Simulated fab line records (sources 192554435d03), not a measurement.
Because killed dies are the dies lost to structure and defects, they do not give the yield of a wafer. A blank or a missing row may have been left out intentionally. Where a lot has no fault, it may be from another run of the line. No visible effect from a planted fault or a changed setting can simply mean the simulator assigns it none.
fab line records / flow n5_finfet
record lots=7 wafers=19 last_day=18
route steps=1938 shown PASSIVATION@1911
lots that met no fault: from a run of the same line without faults
start_h: the number of hours between the record's first day and the start of the first shown wafer of the lot / wait_h: hours from the lot's prior step to this one / " as in the row above / L1.1+2: a row that stands for several wafers / - no value present, or no start provided / * or withheld: withheld / < > ~ a bound
route shown NAME@n: a module of which the file shows steps, and the number in the route of the first / usual: mean and standard deviation over wafers with no fault / same: alike in all rows / chamber/n: place in a boat / sites: each site's reading / _std_site: standard deviation of those values / _edge_site: inner sites' mean taken away from outer sites' mean / radius_mm: how far each site lies from the wafer's centre / mask NAME#n: copy n / behind: the last tool/chamber to shape the wafer / hold: why the lot went on hold/how many hours it stayed there/how the hold came to an end / device: whichever transistor did not switch (one of n, p or np) / end of line: at the end of the route, the tests of the same wafers / where a step has no rows: the recipe by itself / killed: dies lost to structure and defects at the first sort, not the wafer's yield / map: per-die view of a wafer (x killed, . not killed, _ where there is no die)
set.NAME: the run value of the setting; set.NAME@STEP: its run value at that earlier step / model.NAME: the simulator's own value behind a step, which no gauge read
certain route steps with their lots: each step a table, each wafer a row
services: the hour from which a tool's chamber was out of use, counted from the record's first day as start_h (under 0 if before that day), plus the number of hours and why
## steps
# step N5_PASSIVATION_STRIP_34
# recipe chemistry=O2 power_w=600 temp_c=60 pressure_mtorr=30 rf_frequency_hz=6e+07 bias_power_w=0 overash_fraction=2 o2_flow_sccm=225
# usual drypump_motor_current_A=5.8/0.32 oes_product_au=0.81/0.07 rf_vpp_V=3.4/1.6 showerhead_plenum_p_Torr=2.10/0.074 throttle_valve_pct=16.66/0.27
lot.wafer=L493.1 tool=rie_diel-04 chamber=3 start_h=237.26 wait_h=0.4 drypump_motor_current_A=6.2 oes_product_au=0.85 rf_hours_counter_h=55 rf_vpp_V=5.3 showerhead_plenum_p_Torr=2.03 throttle_valve_pct=16.57
lot.wafer=L493.2 tool=rie_diel-04 chamber=1 start_h=237.26 wait_h=0.4 drypump_motor_current_A=6.0 oes_product_au=0.70 rf_hours_counter_h=207 rf_vpp_V=2.7 showerhead_plenum_p_Torr=1.99 throttle_valve_pct=16.56
lot.wafer=L493.5 tool=rie_diel-04 chamber=3 start_h=237.26 wait_h=0.4 drypump_motor_current_A=6.1 oes_product_au=0.86 rf_hours_counter_h=- rf_vpp_V=2.2 showerhead_plenum_p_Torr=2.03 throttle_valve_pct=16.55
lot.wafer=L498.1 tool=rie_diel-03 chamber=1 start_h=361.54 wait_h=0.1 drypump_motor_current_A=6.0 oes_product_au=0.84 rf_hours_counter_h=84 rf_vpp_V=3.4 showerhead_plenum_p_Torr=2.01 throttle_valve_pct=16.63
lot.wafer=L498.5 tool=rie_diel-03 chamber=2 start_h=361.54 wait_h=0.1 drypump_motor_current_A=6.1 oes_product_au=0.75 rf_hours_counter_h=- rf_vpp_V=1.5 showerhead_plenum_p_Torr=2.20 throttle_valve_pct=17.17
lot.wafer=L502.3 tool=rie_diel-05 chamber=0 start_h=366.82 wait_h=0.1 drypump_motor_current_A=5.6 oes_product_au=0.90 rf_hours_counter_h=33 rf_vpp_V=2.4 showerhead_plenum_p_Torr=2.07 throttle_valve_pct=16.27
lot.wafer=L502.5 tool=rie_diel-05 chamber=0 start_h=366.82 wait_h=0.1 drypump_motor_current_A=5.6 oes_product_au=0.90 rf_hours_counter_h=- rf_vpp_V=4.3 showerhead_plenum_p_Torr=2.07 throttle_valve_pct=16.30
lot.wafer=L502.6 tool=rie_diel-05 chamber=2 start_h=366.82 wait_h=0.1 drypump_motor_current_A=6.2 oes_product_au=0.82 rf_hours_counter_h=- rf_vpp_V=2.3 showerhead_plenum_p_Torr=2.12 throttle_valve_pct=16.53
lot.wafer=L506.1 tool=rie_diel-03 chamber=1 start_h=372.03 wait_h=0.1 drypump_motor_current_A=5.9 oes_product_au=0.83 rf_hours_counter_h=88 rf_vpp_V=3.3 showerhead_plenum_p_Torr=2.01 throttle_valve_pct=16.68
lot.wafer=L506.2 tool=rie_diel-03 chamber=0 start_h=372.03 wait_h=0.1 drypump_motor_current_A=5.7 oes_product_au=0.87 rf_hours_counter_h=65 rf_vpp_V=4.5 showerhead_plenum_p_Torr=2.15 throttle_valve_pct=16.68
lot.wafer=L506.4 tool=rie_diel-03 chamber=2 start_h=372.03 wait_h=0.1 drypump_motor_current_A=6.2 oes_product_au=0.77 rf_hours_counter_h=134 rf_vpp_V=1.6 showerhead_plenum_p_Torr=2.20 throttle_valve_pct=17.19
lot.wafer=L505.1 tool=rie_diel-03 chamber=3 start_h=373.10 wait_h=0.1 drypump_motor_current_A=5.3 oes_product_au=0.75 rf_hours_counter_h=127 rf_vpp_V=2.7 showerhead_plenum_p_Torr=2.08 throttle_valve_pct=16.44
lot.wafer=L505.2 tool=rie_diel-03 chamber=1 start_h=373.10 wait_h=0.1 drypump_motor_current_A=5.9 oes_product_au=0.83 rf_hours_counter_h=88 rf_vpp_V=1.3 showerhead_plenum_p_Torr=2.01 throttle_valve_pct=16.62
lot.wafer=L505.4 tool=rie_diel-03 chamber=0 start_h=373.10 wait_h=0.1 drypump_motor_current_A=5.6 oes_product_au=0.83 rf_hours_counter_h=65 rf_vpp_V=1.0 showerhead_plenum_p_Torr=2.15 throttle_valve_pct=16.66
lot.wafer=L512.3 tool=rie_diel-05 chamber=2 start_h=402.42 wait_h=0.1 drypump_motor_current_A=6.2 oes_product_au=0.81 rf_hours_counter_h=- rf_vpp_V=4.7 showerhead_plenum_p_Torr=2.12 throttle_valve_pct=16.52
lot.wafer=L512.6 tool=rie_diel-05 chamber=1 start_h=402.42 wait_h=0.1 drypump_motor_current_A=5.3 oes_product_au=0.72 rf_hours_counter_h=- rf_vpp_V=2.0 showerhead_plenum_p_Torr=2.19 throttle_valve_pct=16.65
lot.wafer=L515.1 tool=rie_diel-03 chamber=1 start_h=427.98 wait_h=0.1 drypump_motor_current_A=5.9 oes_product_au=0.83 rf_hours_counter_h=105 rf_vpp_V=4.4 showerhead_plenum_p_Torr=2.00 throttle_valve_pct=16.71
lot.wafer=L515.4 tool=rie_diel-03 chamber=3 start_h=427.98 wait_h=0.1 drypump_motor_current_A=5.3 oes_product_au=0.74 rf_hours_counter_h=147 rf_vpp_V=1.3 showerhead_plenum_p_Torr=2.07 throttle_valve_pct=16.54
lot.wafer=L515.6 tool=rie_diel-03 chamber=0 start_h=427.98 wait_h=0.1 drypump_motor_current_A=5.7 oes_product_au=0.83 rf_hours_counter_h=- rf_vpp_V=4.0 showerhead_plenum_p_Torr=2.14 throttle_valve_pct=16.70
# step N5_PASSIVATION_STRIP_51
# recipe chemistry=post_etch_residue_remover time_s=1200 temp_c=72.5
# step N5_PASSIVATION_CLEAN_69
# recipe chemistry=IPA time_s=180 temp_c=25
# step N5_PASSIVATION_SRD_70
# recipe dry=ipa_marangoni time_s=30 temp_c=23 rinse_liquid=diw
# step N5_PASSIVATION_PECVD_53
# recipe material=SiO2 target_thk_a=8000 temp_c=400 precursor=TEOS/O2 pressure_torr=6.5 rf_w=withheld teos_flow_sccm=withheld gas=O2 flow_sccm=2650 time_s=169.4
# step N5_PASSIVATION_PECVD_35
# recipe material=SiNx target_thk_a=7000 temp_c=400 precursor=SiH4/NH3/N2 pressure_torr=4.9 rf_w=1406 time_s=151.3
# usual chamber_pressure_Torr=4.899/0.011 heater_power_w=391/82 showerhead_plenum_p_Torr=8.67/0.084 throttle_valve_pct=28.5/1.6
lot.wafer=L493.1 tool=pecvd-03 chamber=0 start_h=237.87 wait_h=0.1 chamber_pressure_Torr=4.914 heater_power_w=386 showerhead_plenum_p_Torr=8.54 throttle_valve_pct=29.4
lot.wafer=L493.2 tool=pecvd-03 chamber=2 start_h=237.87 wait_h=0.1 chamber_pressure_Torr=4.916 heater_power_w=365 showerhead_plenum_p_Torr=8.73 throttle_valve_pct=27.0
lot.wafer=L493.5 tool=pecvd-03 chamber=0 start_h=237.87 wait_h=0.1 chamber_pressure_Torr=4.928 heater_power_w=414 showerhead_plenum_p_Torr=8.54 throttle_valve_pct=28.9
lot.wafer=L498.1 tool=pecvd-03 chamber=1 start_h=362.56 wait_h=0.1 chamber_pressure_Torr=4.897 heater_power_w=419 showerhead_plenum_p_Torr=8.56 throttle_valve_pct=26.1
lot.wafer=L498.5 tool=pecvd-03 chamber=1 start_h=362.56 wait_h=0.1 chamber_pressure_Torr=4.890 heater_power_w=449 showerhead_plenum_p_Torr=8.53 throttle_valve_pct=26.1
lot.wafer=L502.3 tool=pecvd-04 chamber=2 start_h=367.43 wait_h=0.1 chamber_pressure_Torr=4.901 heater_power_w=297 showerhead_plenum_p_Torr=8.72 throttle_valve_pct=29.1
lot.wafer=L502.5 tool=pecvd-04 chamber=1 start_h=367.43 wait_h=0.1 chamber_pressure_Torr=4.902 heater_power_w=280 showerhead_plenum_p_Torr=8.76 throttle_valve_pct=31.9
lot.wafer=L502.6 tool=pecvd-04 chamber=0 start_h=367.43 wait_h=0.1 chamber_pressure_Torr=4.899 heater_power_w=354 showerhead_plenum_p_Torr=8.67 throttle_valve_pct=27.5
lot.wafer=L506.1 tool=pecvd-03 chamber=0 start_h=373.06 wait_h=0.1 chamber_pressure_Torr=4.907 heater_power_w=329 showerhead_plenum_p_Torr=8.54 throttle_valve_pct=29.6
lot.wafer=L506.2 tool=pecvd-03 chamber=1 start_h=373.06 wait_h=0.1 chamber_pressure_Torr=4.911 heater_power_w=383 showerhead_plenum_p_Torr=8.56 throttle_valve_pct=26.5
lot.wafer=L506.4 tool=pecvd-03 chamber=2 start_h=373.06 wait_h=0.1 chamber_pressure_Torr=4.919 heater_power_w=251 showerhead_plenum_p_Torr=8.73 throttle_valve_pct=27.1
lot.wafer=L505.1 tool=pecvd-04 chamber=0 start_h=374.11 wait_h=0.1 chamber_pressure_Torr=4.887 heater_power_w=355 showerhead_plenum_p_Torr=8.69 throttle_valve_pct=27.7
lot.wafer=L505.2 tool=pecvd-04 chamber=2 start_h=374.11 wait_h=0.1 chamber_pressure_Torr=4.894 heater_power_w=243 showerhead_plenum_p_Torr=8.74 throttle_valve_pct=29.0
lot.wafer=L505.4 tool=pecvd-04 chamber=2 start_h=374.11 wait_h=0.1 chamber_pressure_Torr=4.892 heater_power_w=290 showerhead_plenum_p_Torr=8.72 throttle_valve_pct=29.2
lot.wafer=L512.3 tool=pecvd-03 chamber=1 start_h=403.03 wait_h=0.1 chamber_pressure_Torr=4.894 heater_power_w=427 showerhead_plenum_p_Torr=8.55 throttle_valve_pct=26.5
lot.wafer=L512.6 tool=pecvd-03 chamber=0 start_h=403.03 wait_h=0.1 chamber_pressure_Torr=4.877 heater_power_w=395 showerhead_plenum_p_Torr=8.54 throttle_valve_pct=29.6
lot.wafer=L515.1 tool=pecvd-04 chamber=2 start_h=428.59 wait_h=0.1 chamber_pressure_Torr=4.900 heater_power_w=374 showerhead_plenum_p_Torr=8.75 throttle_valve_pct=29.2
lot.wafer=L515.4 tool=pecvd-04 chamber=2 start_h=428.59 wait_h=0.1 chamber_pressure_Torr=4.910 heater_power_w=233 showerhead_plenum_p_Torr=8.72 throttle_valve_pct=29.3
lot.wafer=L515.6 tool=pecvd-04 chamber=1 start_h=428.59 wait_h=0.1 chamber_pressure_Torr=4.896 heater_power_w=277 showerhead_plenum_p_Torr=8.73 throttle_valve_pct=26.9
# step N5_PASSIVATION_HMDS_37
# recipe time_s=60 temp_c=120
# step N5_PASSIVATION_COAT_38
# recipe spin_rpm=3000 resist_thk_nm=withheld
# step N5_PASSIVATION_EBR_40
# recipe solvent=PGMEA ebr_width_mm=1.5
# step N5_PASSIVATION_SOFTBAKE_39
# recipe temp_c=110 time_s=120
# step N5_PASSIVATION_EXPOSE_41
# recipe mask_id=PASS_OPEN na=0.55 defocus_nm=0 source_shape=conventional sigma_outer=0.8 polarization=unpolarized target_cd_nm=40000 dose_mj=57.25
# step N5_PASSIVATION_PEB_42
# recipe peb_temp_c=withheld peb_time_s=*
# step N5_PASSIVATION_DEVELOP_43
# recipe develop_time_s=60 rinse_liquid=diw dry=air_spin dev_temp_c=21
# usual chill_plate_temp_C=22.98/0.1 develop_time_s=60/0
lot.wafer=L493.1 tool=litho_track-03 chamber=0 start_h=238.19 wait_h=- chill_plate_temp_C=22.89 develop_time_s=60
lot.wafer=L493.2 tool=litho_track-03 chamber=0 start_h=238.19 wait_h=- chill_plate_temp_C=22.95 develop_time_s=60
lot.wafer=L493.5 tool=litho_track-03 chamber=0 start_h=238.19 wait_h=- chill_plate_temp_C=23.05 develop_time_s=60
lot.wafer=L498.1 tool=litho_track-01 chamber=0 start_h=363.00 wait_h=- chill_plate_temp_C=23.04 develop_time_s=60
lot.wafer=L498.5 tool=litho_track-01 chamber=0 start_h=363.00 wait_h=- chill_plate_temp_C=22.94 develop_time_s=60
lot.wafer=L502.3 tool=litho_track-03 chamber=- start_h=367.75 wait_h=- chill_plate_temp_C=- develop_time_s=-
lot.wafer=L502.5 tool=litho_track-03 chamber=- start_h=367.75 wait_h=- chill_plate_temp_C=- develop_time_s=-
lot.wafer=L502.6 tool=litho_track-03 chamber=- start_h=367.75 wait_h=- chill_plate_temp_C=- develop_time_s=-
lot.wafer=L506.1 tool=litho_track-05 chamber=- start_h=373.38 wait_h=- chill_plate_temp_C=- develop_time_s=-
lot.wafer=L506.2 tool=litho_track-05 chamber=- start_h=373.38 wait_h=- chill_plate_temp_C=- develop_time_s=-
lot.wafer=L506.4 tool=litho_track-05 chamber=- start_h=373.38 wait_h=- chill_plate_temp_C=- develop_time_s=-
lot.wafer=L505.1 tool=litho_track-05 chamber=- start_h=374.43 wait_h=- chill_plate_temp_C=- develop_time_s=-
lot.wafer=L505.2 tool=litho_track-05 chamber=- start_h=374.43 wait_h=- chill_plate_temp_C=- develop_time_s=-
lot.wafer=L505.4 tool=litho_track-05 chamber=- start_h=374.43 wait_h=- chill_plate_temp_C=- develop_time_s=-
lot.wafer=L512.3 tool=litho_track-05 chamber=0 start_h=403.48 wait_h=- chill_plate_temp_C=22.85 develop_time_s=60
lot.wafer=L512.6 tool=litho_track-05 chamber=0 start_h=403.48 wait_h=- chill_plate_temp_C=22.93 develop_time_s=60
lot.wafer=L515.1 tool=litho_track-01 chamber=0 start_h=429.03 wait_h=- chill_plate_temp_C=23.11 develop_time_s=60
lot.wafer=L515.4 tool=litho_track-01 chamber=0 start_h=429.03 wait_h=- chill_plate_temp_C=22.84 develop_time_s=60
lot.wafer=L515.6 tool=litho_track-01 chamber=0 start_h=429.03 wait_h=- chill_plate_temp_C=23.03 develop_time_s=60
# step N5_PASSIVATION_HARDBAKE_45
# recipe temp_c=130 time_s=120
## services
tool=litho_track-05 chamber=- start_h=219.40 hours=- kind=consumable_replace:filter
tool=rie_diel-03 chamber=1 start_h=224.57 hours=8.3 kind=repair
tool=litho_track-03 chamber=- start_h=253.46 hours=- kind=consumable_replace:filter
tool=rie_diel-04 chamber=1 start_h=254.81 hours=4.4 kind=repair
tool=pecvd-03 chamber=- start_h=258.91 hours=2.8 kind=pm
tool=pecvd-03 chamber=- start_h=284.92 hours=28.1 kind=pm
tool=pecvd-03 chamber=2 start_h=320.47 hours=5.5 kind=scheduled_down
tool=pecvd-03 chamber=1 start_h=326.76 hours=- kind=clean
tool=pecvd-03 chamber=1 start_h=326.76 hours=29.5 kind=scheduled_down
tool=pecvd-03 chamber=1 start_h=326.76 hours=29.5 kind=vent_cycle
tool=rie_diel-05 chamber=0 start_h=343.08 hours=3.3 kind=repair
tool=rie_diel-03 chamber=3 start_h=343.44 hours=1.5 kind=repair
tool=pecvd-04 chamber=- start_h=346.76 hours=2.3 kind=repair
tool=rie_diel-05 chamber=1 start_h=359.66 hours=33.4 kind=repair
tool=pecvd-04 chamber=1 start_h=383.62 hours=- kind=clean
tool=pecvd-04 chamber=1 start_h=383.62 hours=- kind=consumable_replace:showerhead
tool=pecvd-04 chamber=1 start_h=383.62 hours=29.0 kind=scheduled_down
tool=pecvd-04 chamber=1 start_h=383.62 hours=29.0 kind=vent_cycle
tool=rie_diel-05 chamber=0 start_h=399.67 hours=2.8 kind=repair
tool=rie_diel-05 chamber=- start_h=402.24 hours=0.1 kind=repair
tool=rie_diel-05 chamber=1 start_h=409.93 hours=3.3 kind=repair
tool=rie_diel-04 chamber=0 start_h=412.80 hours=2.4 kind=repair
tool=rie_diel-05 chamber=- start_h=426.10 hours=1.2 kind=repair
tool=rie_diel-05 chamber=0 start_h=427.72 hours=3.9 kind=repair
## key
first_sign step=N5_PASSIVATION_DEVELOP_43 reading=tool_record direction=missing
effect none on later readings
met_at N5_PASSIVATION_DEVELOP_43
struck_wafers L502.3,L502.5,L502.6,L505.1,L505.2,L505.4,L506.1,L506.2,L506.4
later_rows_left_out L502.3,L502.5,L502.6,L505.1,L505.2,L505.4,L506.1,L506.2,L506.4
sort_left_out L502.3,L502.5,L502.6,L505.1,L505.2,L505.4,L506.1,L506.2,L506.4
onset_between 238.19 367.75
fault kind=skipped_step_whole tool=litho_track-03,litho_track-05 chamber=- onset_h=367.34 steps=N5_PASSIVATION_DEVELOP_43 scope=struck_lots_only
# sort_left_out: the simulated sort isn't trusted on such a fault, so these wafers' sort isn't shown, and their yield isn't known
# later_rows_left_out: the simulator's readings of these wafers behind a module that went badly wrong aren't trusted and aren't shown, but for the sort
